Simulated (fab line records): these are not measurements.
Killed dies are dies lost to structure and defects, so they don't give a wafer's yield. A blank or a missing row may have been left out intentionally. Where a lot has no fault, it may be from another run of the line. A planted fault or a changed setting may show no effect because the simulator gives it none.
What tool caused it? / flow n5_finfet / 24 lots, 72 wafers sampled, at 4 steps of a route of 1938

== WHAT EACH GAUGE READ, for each wafer ==
N5_BEOL_M3_INSPECT_59: inspects for defects (darkfield).
lot=L074; measured=day 8 07:38; on=defect_inspect-02; raw_defect_count=90 46 70
lot=L077; measured=day 8 10:40; on=defect_inspect-01; raw_defect_count=36 41 38
lot=L076; measured=day 8 13:24; on=defect_inspect-01; raw_defect_count=73 87 94
lot=L075; measured=day 8 14:32; on=defect_inspect-02; raw_defect_count=57 45 57
lot=L078; measured=day 8 17:40; on=defect_inspect-01; raw_defect_count=87 67 104
lot=L079; measured=day 8 19:00; on=defect_inspect-01; raw_defect_count=43 49 41
lot=L080; measured=day 9 09:20; on=defect_inspect-01; raw_defect_count=116 100 141
lot=L081; measured=day 10 03:23; on=defect_inspect-01; raw_defect_count=69 83 60
lot=L082; measured=day 10 07:04; on=defect_inspect-02; raw_defect_count=21 61 53
lot=L085; measured=day 10 12:42; on=defect_inspect-02; raw_defect_count=105 52 44
lot=L084; measured=day 11 16:28; on=defect_inspect-01; raw_defect_count=39 86 55
lot=L089; measured=day 12 10:21; on=defect_inspect-02; raw_defect_count=34 52 66
lot=L086; measured=day 12 15:10; on=defect_inspect-01; raw_defect_count=51 53 64
lot=L083; measured=day 12 16:22; on=defect_inspect-01; raw_defect_count=97 65 98
lot=L087; measured=day 12 18:25; on=defect_inspect-01; raw_defect_count=71 70 68
lot=L088; measured=day 12 20:17; on=defect_inspect-01; raw_defect_count=80 49 63
lot=L090; measured=day 12 22:22; on=defect_inspect-02; raw_defect_count=68 65 60
lot=L093; measured=day 13 08:47; on=defect_inspect-02; raw_defect_count=49 57 44
lot=L092; measured=day 13 15:05; on=defect_inspect-01; raw_defect_count=67 62 92
lot=L094; measured=day 13 15:36; on=defect_inspect-02; raw_defect_count=49 53 47
lot=L091; measured=day 13 19:26; on=defect_inspect-01; raw_defect_count=82 87 67
lot=L095; measured=day 14 11:38; on=defect_inspect-02; raw_defect_count=43 26 27
lot=L097; measured=day 14 12:06; on=defect_inspect-01; raw_defect_count=78 68 57
lot=L096; measured=day 14 13:57; on=defect_inspect-01; raw_defect_count=57 42 44

N5_BEOL_M4_OVL_MEAS_29.
lot=L074; measured=day 8 10:17; on=overlay-01; V3_OVL (nm)=0.3 -0.1 0.4
lot=L077; measured=day 8 15:49; on=overlay-02; V3_OVL (nm)=-0.2 0.0 -0.2
lot=L076; measured=day 8 15:52; on=overlay-02; V3_OVL (nm)=0.9 0.5 0.5
lot=L075; measured=day 8 17:41; on=overlay-01; V3_OVL (nm)=-0.4 0.2 0.0
lot=L078; measured=day 8 20:25; on=overlay-02; V3_OVL (nm)=0.0 -0.6 -0.8
lot=L079; measured=day 8 20:55; on=overlay-02; V3_OVL (nm)=0.4 0.5 0.5
lot=L080; measured=day 9 11:20; on=overlay-01; V3_OVL (nm)=-0.6 0.8 0.4
lot=L081; measured=day 10 05:19; on=overlay-01; V3_OVL (nm)=0.3 0.0 -0.7
lot=L082; measured=day 10 09:13; on=overlay-01; V3_OVL (nm)=-0.3 0.7 0.7
lot=L085; measured=day 10 14:41; on=overlay-01; V3_OVL (nm)=-0.7 -0.9 0.0
lot=L084; measured=day 11 19:34; on=overlay-02; V3_OVL (nm)=0.5 0.5 0.2
lot=L089; measured=day 12 12:17; on=overlay-02; V3_OVL (nm)=-0.4 0.0 -0.6
lot=L086; measured=day 12 19:46; on=overlay-02; V3_OVL (nm)=0.8 0.7 0.4
lot=L083; measured=day 12 20:24; on=overlay-02; V3_OVL (nm)=-0.8 -1.1 -0.4
lot=L087; measured=day 12 21:18; on=overlay-01; V3_OVL (nm)=0.6 -1.2 -1.6
lot=L088; measured=day 12 22:13; on=overlay-02; V3_OVL (nm)=-0.3 -0.6 -0.4
lot=L090; measured=day 13 00:25; on=overlay-01; V3_OVL (nm)=0.0 -0.5 -0.6
lot=L093; measured=day 13 12:43; on=overlay-01; V3_OVL (nm)=-0.1 -0.2 -0.5
lot=L092; measured=day 13 17:24; on=overlay-01; V3_OVL (nm)=0.5 1.2 0.2
lot=L094; measured=day 13 17:44; on=overlay-01; V3_OVL (nm)=-2.0 -1.2 -1.2
lot=L091; measured=day 13 21:52; on=overlay-01; V3_OVL (nm)=-0.1 0.4 -0.3
lot=L095; measured=day 14 13:20; on=overlay-02; V3_OVL (nm)=-0.7 0.3 0.3
lot=L097; measured=day 14 15:01; on=overlay-01; V3_OVL (nm)=0.1 0.3 0.4
lot=L096; measured=day 14 16:13; on=overlay-01; V3_OVL (nm)=0.3 -0.1 0.0

== WHICH TOOL RAN EACH LOT (tool, then ch and the chambers of the sampled wafers, then the start) ==
lot=L074; N5_BEOL_M3_ANNEAL_93=pvd_sputter-03, day 8 06:13; N5_BEOL_M4_STRIP_66=rie_diel-04 ch 2,3, day 8 09:41
lot=L077; N5_BEOL_M3_ANNEAL_93=pvd_sputter-02, day 8 09:11; N5_BEOL_M4_STRIP_66=rie_diel-05 ch 0,2,3, day 8 13:41
lot=L076; N5_BEOL_M3_ANNEAL_93=pvd_sputter-03, day 8 11:58; N5_BEOL_M4_STRIP_66=rie_diel-05 ch 0,1,2, day 8 15:06
lot=L075; N5_BEOL_M3_ANNEAL_93=pvd_sputter-02, day 8 13:02; N5_BEOL_M4_STRIP_66=rie_diel-05 ch 0,2,3, day 8 17:07
lot=L078; N5_BEOL_M3_ANNEAL_93=pvd_sputter-02, day 8 16:14; N5_BEOL_M4_STRIP_66=rie_diel-05 ch 0,2,3, day 8 19:43
lot=L079; N5_BEOL_M3_ANNEAL_93=pvd_sputter-03, day 8 17:34; N5_BEOL_M4_STRIP_66=rie_diel-05 ch 0,2, day 8 20:21
lot=L080; N5_BEOL_M3_ANNEAL_93=pvd_sputter-03, day 9 07:46; N5_BEOL_M4_STRIP_66=rie_diel-04 ch 0,3, day 9 10:46
lot=L081; N5_BEOL_M3_ANNEAL_93=pvd_sputter-02, day 10 01:52; N5_BEOL_M4_STRIP_66=rie_diel-05 ch 0,1, day 10 04:37
lot=L082; N5_BEOL_M3_ANNEAL_93=pvd_sputter-03, day 10 05:32; N5_BEOL_M4_STRIP_66=rie_diel-05 ch 0,1,3, day 10 08:37
lot=L085; N5_BEOL_M3_ANNEAL_93=pvd_sputter-01, day 10 11:15; N5_BEOL_M4_STRIP_66=rie_diel-04 ch 0,2,3, day 10 13:59
lot=L084; N5_BEOL_M3_ANNEAL_93=pvd_sputter-01, day 11 15:02; N5_BEOL_M4_STRIP_66=rie_diel-04 ch 0,2,3, day 11 18:59
lot=L089; N5_BEOL_M3_ANNEAL_93=pvd_sputter-01, day 12 08:55; N5_BEOL_M4_STRIP_66=rie_diel-01 ch 2,3, day 12 11:41
lot=L086; N5_BEOL_M3_ANNEAL_93=pvd_sputter-03, day 12 13:43; N5_BEOL_M4_STRIP_66=rie_diel-05 ch 0,1,3, day 12 19:04
lot=L083; N5_BEOL_M3_ANNEAL_93=pvd_sputter-02, day 12 14:56; N5_BEOL_M4_STRIP_66=rie_diel-04 ch 0,2,3, day 12 19:23
lot=L087; N5_BEOL_M3_ANNEAL_93=pvd_sputter-03, day 12 16:59; N5_BEOL_M4_STRIP_66=rie_diel-04 ch 0,2,3, day 12 20:25
lot=L088; N5_BEOL_M3_ANNEAL_93=pvd_sputter-01, day 12 18:35; N5_BEOL_M4_STRIP_66=rie_diel-01 ch 1,2,3, day 12 21:30
lot=L090; N5_BEOL_M3_ANNEAL_93=pvd_sputter-01, day 12 20:56; N5_BEOL_M4_STRIP_66=rie_diel-01 ch 0,2,3, day 12 23:43
lot=L093; N5_BEOL_M3_ANNEAL_93=pvd_sputter-03, day 13 07:19; N5_BEOL_M4_STRIP_66=rie_diel-05 ch 0,1,2, day 13 11:58
lot=L092; N5_BEOL_M3_ANNEAL_93=pvd_sputter-03, day 13 13:38; N5_BEOL_M4_STRIP_66=rie_diel-01 ch 0,2, day 13 16:42
lot=L094; N5_BEOL_M3_ANNEAL_93=pvd_sputter-01, day 13 14:10; N5_BEOL_M4_STRIP_66=rie_diel-04 ch 0,1,3, day 13 17:00
lot=L091; N5_BEOL_M3_ANNEAL_93=pvd_sputter-03, day 13 18:00; N5_BEOL_M4_STRIP_66=rie_diel-04 ch 0,1,3, day 13 21:01
lot=L095; N5_BEOL_M3_ANNEAL_93=pvd_sputter-02, day 14 10:12; N5_BEOL_M4_STRIP_66=rie_diel-04 ch 0,1, day 14 12:43
lot=L097; N5_BEOL_M3_ANNEAL_93=pvd_sputter-01, day 14 10:24; N5_BEOL_M4_STRIP_66=rie_diel-01 ch 0,3, day 14 14:27
lot=L096; N5_BEOL_M3_ANNEAL_93=pvd_sputter-02, day 14 12:05; N5_BEOL_M4_STRIP_66=rie_diel-04 ch 1,3, day 14 15:38
- N5_BEOL_M3_ANNEAL_93: time 240 s.
- N5_BEOL_M4_STRIP_66: strips in CF4.

== AS READ BY THE TOOLS THEMSELVES (means over the sampled wafers that have a number; for cases with no such wafer, the mark the record gives instead) ==
N5_BEOL_M3_ANNEAL_93.
lot=L074; tool=pvd_sputter-03; heater_power_w (W)=797
lot=L077; tool=pvd_sputter-02; heater_power_w (W)=974
lot=L076; tool=pvd_sputter-03; heater_power_w (W)=783
lot=L075; tool=pvd_sputter-02; heater_power_w (W)=939
lot=L078; tool=pvd_sputter-02; heater_power_w (W)=953
lot=L079; tool=pvd_sputter-03; heater_power_w (W)=942
lot=L080; tool=pvd_sputter-03; heater_power_w (W)=893
lot=L081; tool=pvd_sputter-02; heater_power_w (W)=971
lot=L082; tool=pvd_sputter-03; heater_power_w (W)=895
lot=L085; tool=pvd_sputter-01; heater_power_w (W)=885
lot=L084; tool=pvd_sputter-01; heater_power_w (W)=796
lot=L089; tool=pvd_sputter-01; heater_power_w (W)=944
lot=L086; tool=pvd_sputter-03; heater_power_w (W)=866
lot=L083; tool=pvd_sputter-02; heater_power_w (W)=910
lot=L087; tool=pvd_sputter-03; heater_power_w (W)=949
lot=L088; tool=pvd_sputter-01; heater_power_w (W)=869
lot=L090; tool=pvd_sputter-01; heater_power_w (W)=793
lot=L093; tool=pvd_sputter-03; heater_power_w (W)=795
lot=L092; tool=pvd_sputter-03; heater_power_w (W)=798
lot=L094; tool=pvd_sputter-01; heater_power_w (W)=876
lot=L091; tool=pvd_sputter-03; heater_power_w (W)=902
lot=L095; tool=pvd_sputter-02; heater_power_w (W)=973
lot=L097; tool=pvd_sputter-01; heater_power_w (W)=808
lot=L096; tool=pvd_sputter-02; heater_power_w (W)=953

N5_BEOL_M4_STRIP_66.
lot=L074; tool=rie_diel-04; drypump_motor_current_A (A)=5.5; oes_product_au (a.u.)=0.78; power_w (W)=299.2; rf_vpp_V (V)=270.8; showerhead_plenum_p_Torr (Torr)=1.80; throttle_valve_pct (%)=13.71
lot=L077; tool=rie_diel-05; drypump_motor_current_A (A)=5.9; oes_product_au (a.u.)=0.78; power_w (W)=299.9; rf_vpp_V (V)=271.5; showerhead_plenum_p_Torr (Torr)=1.83; throttle_valve_pct (%)=13.74
lot=L076; tool=rie_diel-05; drypump_motor_current_A (A)=6.1; oes_product_au (a.u.)=0.77; power_w (W)=300.8; rf_vpp_V (V)=272.2; showerhead_plenum_p_Torr (Torr)=1.84; throttle_valve_pct (%)=13.65
lot=L075; tool=rie_diel-05; drypump_motor_current_A (A)=5.9; oes_product_au (a.u.)=0.78; power_w (W)=300.1; rf_vpp_V (V)=272.0; showerhead_plenum_p_Torr (Torr)=1.82; throttle_valve_pct (%)=13.75
lot=L078; tool=rie_diel-05; drypump_motor_current_A (A)=5.9; oes_product_au (a.u.)=0.78; power_w (W)=300.2; rf_vpp_V (V)=271.8; showerhead_plenum_p_Torr (Torr)=1.82; throttle_valve_pct (%)=13.75
lot=L079; tool=rie_diel-05; drypump_motor_current_A (A)=5.9; oes_product_au (a.u.)=0.75; power_w (W)=300.4; rf_vpp_V (V)=272.1; showerhead_plenum_p_Torr (Torr)=1.86; throttle_valve_pct (%)=13.82
lot=L080; tool=rie_diel-04; drypump_motor_current_A (A)=5.7; oes_product_au (a.u.)=0.90; power_w (W)=300.1; rf_vpp_V (V)=272.1; showerhead_plenum_p_Torr (Torr)=1.84; throttle_valve_pct (%)=13.35
lot=L081; tool=rie_diel-05; drypump_motor_current_A (A)=6.0; oes_product_au (a.u.)=0.79; power_w (W)=301.3; rf_vpp_V (V)=273.1; showerhead_plenum_p_Torr (Torr)=1.85; throttle_valve_pct (%)=13.59
lot=L082; tool=rie_diel-05; drypump_motor_current_A (A)=6.1; oes_product_au (a.u.)=0.78; power_w (W)=300.0; rf_vpp_V (V)=270.9; showerhead_plenum_p_Torr (Torr)=1.80; throttle_valve_pct (%)=13.62
lot=L085; tool=rie_diel-04; drypump_motor_current_A (A)=5.7; oes_product_au (a.u.)=0.82; power_w (W)=300.3; rf_vpp_V (V)=272.4; showerhead_plenum_p_Torr (Torr)=1.81; throttle_valve_pct (%)=13.54
lot=L084; tool=rie_diel-04; drypump_motor_current_A (A)=5.7; oes_product_au (a.u.)=0.81; power_w (W)=300.4; rf_vpp_V (V)=272.0; showerhead_plenum_p_Torr (Torr)=1.81; throttle_valve_pct (%)=13.56
lot=L089; tool=rie_diel-01; drypump_motor_current_A (A)=5.1; oes_product_au (a.u.)=0.79; power_w (W)=300.4; rf_vpp_V (V)=271.2; showerhead_plenum_p_Torr (Torr)=1.80; throttle_valve_pct (%)=13.64
lot=L086; tool=rie_diel-05; drypump_motor_current_A (A)=6.1; oes_product_au (a.u.)=0.76; power_w (W)=299.8; rf_vpp_V (V)=270.8; showerhead_plenum_p_Torr (Torr)=1.80; throttle_valve_pct (%)=13.69
lot=L083; tool=rie_diel-04; drypump_motor_current_A (A)=5.7; oes_product_au (a.u.)=0.80; power_w (W)=300.8; rf_vpp_V (V)=271.5; showerhead_plenum_p_Torr (Torr)=1.81; throttle_valve_pct (%)=13.58
lot=L087; tool=rie_diel-04; drypump_motor_current_A (A)=5.7; oes_product_au (a.u.)=0.80; power_w (W)=299.3; rf_vpp_V (V)=271.2; showerhead_plenum_p_Torr (Torr)=1.81; throttle_valve_pct (%)=13.59
lot=L088; tool=rie_diel-01; drypump_motor_current_A (A)=5.3; oes_product_au (a.u.)=0.78; power_w (W)=299.3; rf_vpp_V (V)=271.9; showerhead_plenum_p_Torr (Torr)=1.80; throttle_valve_pct (%)=13.65
lot=L090; tool=rie_diel-01; drypump_motor_current_A (A)=5.5; oes_product_au (a.u.)=0.81; power_w (W)=300.4; rf_vpp_V (V)=270.7; showerhead_plenum_p_Torr (Torr)=1.78; throttle_valve_pct (%)=13.52
lot=L093; tool=rie_diel-05; drypump_motor_current_A (A)=6.1; oes_product_au (a.u.)=0.74; power_w (W)=299.8; rf_vpp_V (V)=272.1; showerhead_plenum_p_Torr (Torr)=1.83; throttle_valve_pct (%)=13.75
lot=L092; tool=rie_diel-01; drypump_motor_current_A (A)=5.5; oes_product_au (a.u.)=0.86; power_w (W)=300.7; rf_vpp_V (V)=271.4; showerhead_plenum_p_Torr (Torr)=1.80; throttle_valve_pct (%)=13.29
lot=L094; tool=rie_diel-04; drypump_motor_current_A (A)=6.0; oes_product_au (a.u.)=0.85; power_w (W)=299.3; rf_vpp_V (V)=270.9; showerhead_plenum_p_Torr (Torr)=1.80; throttle_valve_pct (%)=13.39
lot=L091; tool=rie_diel-04; drypump_motor_current_A (A)=6.0; oes_product_au (a.u.)=0.85; power_w (W)=300.0; rf_vpp_V (V)=271.3; showerhead_plenum_p_Torr (Torr)=1.80; throttle_valve_pct (%)=13.40
lot=L095; tool=rie_diel-04; drypump_motor_current_A (A)=6.2; oes_product_au (a.u.)=0.84; power_w (W)=299.7; rf_vpp_V (V)=271.1; showerhead_plenum_p_Torr (Torr)=1.80; throttle_valve_pct (%)=13.37
lot=L097; tool=rie_diel-01; drypump_motor_current_A (A)=6.0; oes_product_au (a.u.)=0.76; power_w (W)=300.3; rf_vpp_V (V)=269.6; showerhead_plenum_p_Torr (Torr)=1.75; throttle_valve_pct (%)=13.66
lot=L096; tool=rie_diel-04; drypump_motor_current_A (A)=6.0; oes_product_au (a.u.)=0.85; power_w (W)=299.7; rf_vpp_V (V)=271.9; showerhead_plenum_p_Torr (Torr)=1.78; throttle_valve_pct (%)=13.40

== THE ANSWER, worked out from the rows above alone ==
Rule: the lots themselves supply what counts as usual. Put in order of their means at a reading, lots are off if they are a third of the lots or fewer, leave a main group of 4 or more, and stand apart from it by a gap of 3 or more times the standard deviation of the main group's means; of several such gaps the widest counts. The tables above print the reading to a certain number of digits; a main group whose means all agree to those digits is not used. A lot without any number at a reading at which 4 lots or more have one is off too. Any other lot the step has rows for is counted as sound. The gauges are gone through in route order, then the tools' own readings, and for those a lot's mean is taken as printed above. At the first step where some lot is off, the reading lying furthest off is the one used; lots without a number count as furthest.
Nothing can be told from this: no lot is off at any reading shown.

== WHAT HAD BEEN PUT IN BY THE SIMULATOR ==
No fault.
